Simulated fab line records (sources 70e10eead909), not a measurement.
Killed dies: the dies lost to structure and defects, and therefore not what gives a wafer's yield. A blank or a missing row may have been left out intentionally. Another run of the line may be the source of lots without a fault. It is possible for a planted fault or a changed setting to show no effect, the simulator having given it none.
The tool behind it: which one? + flow nandHarc + 14 lots, 42 wafers sampled, at 4 steps of a route of 1302

WHAT THE GAUGES READ, wafer by wafer
Not one reading of a measure or inspect step in the record can be checked against a usual standard deviation.

WHAT TOOL EACH LOT RAN ON (gives the tool, then ch and the chambers of the sampled wafers, and finally the start)
| lot  | NHARC_A_STAIRCASE_STRIP_205         | NHARC_A_STAIRCASE_ETCH_232        | NHARC_A_STAIRCASE_TRIM_235                   | NHARC_A_STAIRCASE_STRIP_238         |
|------|-------------------------------------|-----------------------------------|----------------------------------------------|-------------------------------------|
| L795 | plasmaAsher-01 ch 0,1, day 16 21:12 | rieDiel-04 ch 0,1,3, day 17 00:38 | rieDiel-04 ch 0,1,2, day 17 01:20 or earlier | plasmaAsher-02 ch 0,1, day 17 01:20 |
| L796 | plasmaAsher-02 ch 0,1, day 17 01:46 | rieDiel-08 ch 0,2,3, day 17 04:55 | rieDiel-08 ch 0,1,3, day 17 05:36 or earlier | plasmaAsher-02 ch 0,1, day 17 05:36 |
| L797 | plasmaAsher-02 ch 0,1, day 17 09:02 | rieDiel-01 ch 1,2, day 17 12:04   | rieDiel-01 ch 1,2,3, day 17 12:44 or earlier | plasmaAsher-02 ch 0,1, day 17 12:44 |
| L800 | plasmaAsher-02 ch 0,1, day 17 20:08 | rieDiel-04 ch 1,2, day 17 23:50   | rieDiel-04 ch 0,1, day 18 00:28 or earlier   | plasmaAsher-02 ch 0,1, day 18 00:28 |
| L799 | plasmaAsher-02 ch 1, day 18 11:48   | rieDiel-04 ch 0,1,3, day 18 15:05 | rieDiel-04 ch 0,1,3, day 18 15:43 or earlier | plasmaAsher-01 ch 0,1, day 18 15:43 |
| L801 | plasmaAsher-01 ch 0,1, day 18 14:44 | rieDiel-08 ch 1,2, day 18 18:16   | rieDiel-08 ch 0,1,2, day 18 18:54 or earlier | plasmaAsher-01 ch 0,1, day 18 18:54 |
| L802 | plasmaAsher-01 ch 0, day 19 06:28   | rieDiel-04 ch 2,3, day 19 10:10   | rieDiel-04 ch 0,2, day 19 10:50 or earlier   | plasmaAsher-01 ch 0, day 19 10:50   |
| L805 | plasmaAsher-02 ch 0,1, day 20 09:54 | rieDiel-01 ch 0,1,3, day 20 13:12 | rieDiel-01 ch 0,2,3, day 20 13:50 or earlier | plasmaAsher-02 ch 0,1, day 20 13:50 |
| L806 | plasmaAsher-02 ch 0, day 20 21:57   | rieDiel-04 ch 1,2, day 21 00:49   | rieDiel-04 ch 0,1,2, day 21 01:28 or earlier | plasmaAsher-01 ch 0,1, day 21 01:28 |
| L808 | plasmaAsher-02 ch 0,1, day 21 16:01 | rieDiel-04 ch 1,2,3, day 21 19:04 | rieDiel-04 ch 0,1,3, day 21 19:47 or earlier | plasmaAsher-01 ch 0,1, day 21 19:47 |
| L809 | plasmaAsher-02 ch 0,1, day 21 22:31 | rieDiel-04 ch 0,1,2, day 22 01:29 | rieDiel-04 ch 0,1,2, day 22 02:13 or earlier | plasmaAsher-02 ch 0,1, day 22 02:13 |
| L816 | plasmaAsher-02 ch 0,1, day 25 06:58 | rieDiel-04 ch 0,2,3, day 25 10:32 | rieDiel-04 ch 0,2,3, day 25 11:22 or earlier | plasmaAsher-02 ch 0,1, day 25 11:22 |
| L818 | plasmaAsher-01 ch 1, day 25 17:16   | rieDiel-01 ch 0,1, day 25 20:54   | rieDiel-01 ch 0, day 25 22:02 or earlier     | plasmaAsher-01 ch 0,1, day 25 22:02 |
| L817 | plasmaAsher-01 ch 0,1, day 25 18:13 | rieDiel-04 ch 0,2,3, day 25 21:12 | rieDiel-04 ch 1,2,3, day 25 21:59 or earlier | plasmaAsher-02 ch 0,1, day 25 21:59 |
- NHARC_A_STAIRCASE_STRIP_205: strips in O2.
- NHARC_A_STAIRCASE_ETCH_232: etches the open film in C4F8/O2, target depth 100 nm, time 40.5 s.
- NHARC_A_STAIRCASE_TRIM_235: chemistry O2, time 211.2 s.
- NHARC_A_STAIRCASE_STRIP_238: strips in O2.

AS READ BY THE TOOLS THEMSELVES (means over the sampled wafers that have a number; for cases with no such wafer, the mark the record gives instead)
NHARC_A_STAIRCASE_STRIP_205. Usual: drypumpMotorCurrentA 5.7 A, standard deviation 0.62; heaterPowerW 339 W, standard deviation 12.
| lot  | tool           | drypumpMotorCurrentA (A) | heaterPowerW (W) | flag |
|------|----------------|--------------------------|------------------|------|
| L795 | plasmaAsher-01 | 6.0                      | 343              |      |
| L796 | plasmaAsher-02 | 5.3                      | 333              |      |
| L797 | plasmaAsher-02 | 5.9                      | 328              |      |
| L800 | plasmaAsher-02 | 5.9                      | 331              |      |
| L799 | plasmaAsher-02 | 6.4                      | 322              |      |
| L801 | plasmaAsher-01 | 5.7                      | 340              |      |
| L802 | plasmaAsher-01 | 5.5                      | 331              |      |
| L805 | plasmaAsher-02 | 5.9                      | 333              |      |
| L806 | plasmaAsher-02 | 4.8                      | 353              |      |
| L808 | plasmaAsher-02 | 5.9                      | 336              |      |
| L809 | plasmaAsher-02 | 5.4                      | 345              |      |
| L816 | plasmaAsher-02 | 5.4                      | 348              |      |
| L818 | plasmaAsher-01 | 6.2                      | 348              |      |
| L817 | plasmaAsher-01 | 6.0                      | 347              |      |

NHARC_A_STAIRCASE_ETCH_232. Usual: chamberPressureMTorr 25.000 mTorr, standard deviation 0.022; oesProductAu 0.948 a.u., standard deviation 0.015; rfVppV 893 V, standard deviation 4.5.
| lot  | tool       | chamberPressureMTorr (mTorr) | oesProductAu (a.u.) | rfVppV (V) | flag |
|------|------------|------------------------------|---------------------|------------|------|
| L795 | rieDiel-04 | 24.998                       | 0.951               | 899        |      |
| L796 | rieDiel-08 | 25.018                       | 0.936               | 892        |      |
| L797 | rieDiel-01 | 24.985                       | 0.952               | 890        |      |
| L800 | rieDiel-04 | 24.975                       | 0.939               | 893        |      |
| L799 | rieDiel-04 | 24.987                       | 0.959               | 899        |      |
| L801 | rieDiel-08 | 24.974                       | 0.927               | 896        |      |
| L802 | rieDiel-04 | 24.992                       | 0.936               | 894        |      |
| L805 | rieDiel-01 | 25.018                       | 0.957               | 891        |      |
| L806 | rieDiel-04 | 25.009                       | 0.953               | 892        |      |
| L808 | rieDiel-04 | 25.014                       | 1.170               | 894        | OFF  |
| L809 | rieDiel-04 | 25.009                       | 1.046               | 895        | OFF  |
| L816 | rieDiel-04 | 25.009                       | 0.938               | 896        |      |
| L818 | rieDiel-01 | 24.988                       | 0.946               | 891        |      |
| L817 | rieDiel-04 | 25.015                       | 0.943               | 897        |      |

NHARC_A_STAIRCASE_TRIM_235. Usual: chamberPressureMTorr 60.00 mTorr (standard deviation 0.05); drypumpMotorCurrentA 5.6 A (standard deviation 0.43); mfcArSccm 0.012 sccm (standard deviation 0.015); oesProductAu 1.003 a.u. (standard deviation 0.01); rfVppV 57.6 V (standard deviation 0.88); showerheadPlenumPTorr 3.46 Torr (standard deviation 0.12); throttleValvePct 17.037 % (standard deviation 0.0097).
| lot  | tool       | chamberPressureMTorr (mTorr) | drypumpMotorCurrentA (A) | mfcArSccm (sccm) | oesProductAu (a.u.) | rfVppV (V) | showerheadPlenumPTorr (Torr) | throttleValvePct (%) | flag |
|------|------------|------------------------------|--------------------------|------------------|---------------------|------------|------------------------------|----------------------|------|
| L795 | rieDiel-04 | 59.97                        | 5.6                      | 0.023            | 1.012               | 58.0       | 3.54                         | 17.043               |      |
| L796 | rieDiel-08 | 59.97                        | 5.6                      | 0.009            | 0.999               | 58.5       | 3.45                         | 17.048               |      |
| L797 | rieDiel-01 | 60.04                        | 5.9                      | 0.007            | 1.008               | 56.8       | 3.37                         | 17.034               |      |
| L800 | rieDiel-04 | 59.99                        | 5.4                      | 0.017            | 1.009               | 57.8       | 3.54                         | 17.037               |      |
| L799 | rieDiel-04 | 60.02                        | 5.4                      | 0.008            | 1.006               | 58.3       | 3.59                         | 17.045               |      |
| L801 | rieDiel-08 | 59.98                        | 5.7                      | 0.014            | 0.997               | 57.3       | 3.44                         | 17.044               |      |
| L802 | rieDiel-04 | 59.99                        | 5.8                      | 0.029            | 0.996               | 58.1       | 3.51                         | 17.032               |      |
| L805 | rieDiel-01 | 59.99                        | 5.3                      | 0.007            | 1.015               | 57.5       | 3.35                         | 17.035               |      |
| L806 | rieDiel-04 | 60.04                        | 5.5                      | 0.023            | 1.000               | 58.1       | 3.52                         | 17.041               |      |
| L808 | rieDiel-04 | 59.99                        | 5.4                      | 0.008            | 1.019               | 57.8       | 3.58                         | 17.025               |      |
| L809 | rieDiel-04 | 60.02                        | 5.6                      | 0.023            | 1.006               | 58.3       | 3.51                         | 17.031               |      |
| L816 | rieDiel-04 | 59.99                        | 5.5                      | 0.014            | 1.003               | 58.4       | 3.55                         | 17.035               |      |
| L818 | rieDiel-01 | 60.00                        | 4.9                      | 0.000            | 1.004               | 57.6       | 3.34                         | 17.033               |      |
| L817 | rieDiel-04 | 59.99                        | 5.7                      | 0.023            | 1.005               | 58.0       | 3.45                         | 17.035               |      |

NHARC_A_STAIRCASE_STRIP_238. Usual: drypumpMotorCurrentA 5.7 A, standard deviation 0.64; heaterPowerW 340 W, standard deviation 13.
| lot  | tool           | drypumpMotorCurrentA (A) | heaterPowerW (W) | flag |
|------|----------------|--------------------------|------------------|------|
| L795 | plasmaAsher-02 | 5.3                      | 329              |      |
| L796 | plasmaAsher-02 | 5.3                      | 339              |      |
| L797 | plasmaAsher-02 | 5.3                      | 336              |      |
| L800 | plasmaAsher-02 | 5.9                      | 325              |      |
| L799 | plasmaAsher-01 | 5.7                      | 340              |      |
| L801 | plasmaAsher-01 | 5.7                      | 339              |      |
| L802 | plasmaAsher-01 | 5.5                      | 332              |      |
| L805 | plasmaAsher-02 | 5.9                      | 332              |      |
| L806 | plasmaAsher-01 | 5.7                      | 336              |      |
| L808 | plasmaAsher-01 | 6.0                      | 340              |      |
| L809 | plasmaAsher-02 | 5.3                      | 347              |      |
| L816 | plasmaAsher-02 | 5.3                      | 344              |      |
| L818 | plasmaAsher-01 | 6.0                      | 348              |      |
| L817 | plasmaAsher-02 | 5.9                      | 335              |      |

THE ANSWER, worked out from the rows above alone
Rule: lot off if the mean of its wafers having a number is beyond 3 standard deviations from the usual mean. Also off: a lot with no number at a reading for which 4 or more lots have one. Any other lot the step has rows for is counted as sound. The gauges are gone through in route order, then the tools' own readings, and for those a lot's mean is taken as printed above. At the first step where some lot is off, the reading lying furthest off is the one used; lots without a number count as furthest.
Off: L808, L809, at NHARC_A_STAIRCASE_ETCH_232 (oesProductAu).
A tool fits if, at that step or a process step before it, it ran every lot that is off, and no sound lot after the first of them. No candidate that was tried fits.

WHAT THE SIMULATOR HAD INSERTED
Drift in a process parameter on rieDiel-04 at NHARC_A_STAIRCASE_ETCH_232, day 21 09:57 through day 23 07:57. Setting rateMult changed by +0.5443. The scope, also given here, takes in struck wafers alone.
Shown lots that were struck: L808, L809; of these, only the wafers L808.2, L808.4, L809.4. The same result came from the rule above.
